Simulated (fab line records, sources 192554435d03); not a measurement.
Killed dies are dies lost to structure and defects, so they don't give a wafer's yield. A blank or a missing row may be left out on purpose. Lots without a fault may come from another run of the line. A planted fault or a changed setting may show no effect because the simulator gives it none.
Which tool did it? | flow n5_finfet | 8 lots, 24 wafers sampled, at 1 step of a route of 1938

WHAT THE GAUGES READ, wafer by wafer
N5_BEOL_M4_RC_MEAS_101.
lot  | measured     | on        | DIBL_N (mV/V)
L882 | day 8 15:29  | prober-01 | 35.6 39.3 37.9
L892 | day 10 15:20 | prober-01 | 36.0 36.2 37.3
L893 | day 11 11:31 | prober-02 | 34.3 39.5 32.7
L894 | day 11 18:20 | prober-02 | 33.6 35.7 34.1
L897 | day 11 20:48 | prober-02 | 38.6 33.9 39.1
L898 | day 12 14:50 | prober-01 | 37.6 35.6 38.4
L905 | day 14 14:02 | prober-02 | 38.0 36.1 36.0
L904 | day 14 15:19 | prober-01 | 35.5 32.7 35.4

WHICH TOOL RAN EACH LOT (tool, then ch and the chambers of the sampled wafers, then the start)
The record holds no process step before these readings.

THE ANSWER, worked out from the rows above alone
Rule: what is usual is taken from the lots themselves. Put in order of their means at a reading, lots are off if they are a third of the lots or fewer, leave a main group of 4 or more, and stand apart from it by a gap of 3 or more times the standard deviation of the main group's means; of several such gaps the widest counts. A main group whose means are all the same, to the digits that the tables above print for the reading, isn't used. A lot without any number at a reading at which 4 lots or more have one is off too. The other lots that the step has rows for count as sound.
No lot is off at any reading shown: from this, nothing can be told.

WHAT THE SIMULATOR HAD PUT IN
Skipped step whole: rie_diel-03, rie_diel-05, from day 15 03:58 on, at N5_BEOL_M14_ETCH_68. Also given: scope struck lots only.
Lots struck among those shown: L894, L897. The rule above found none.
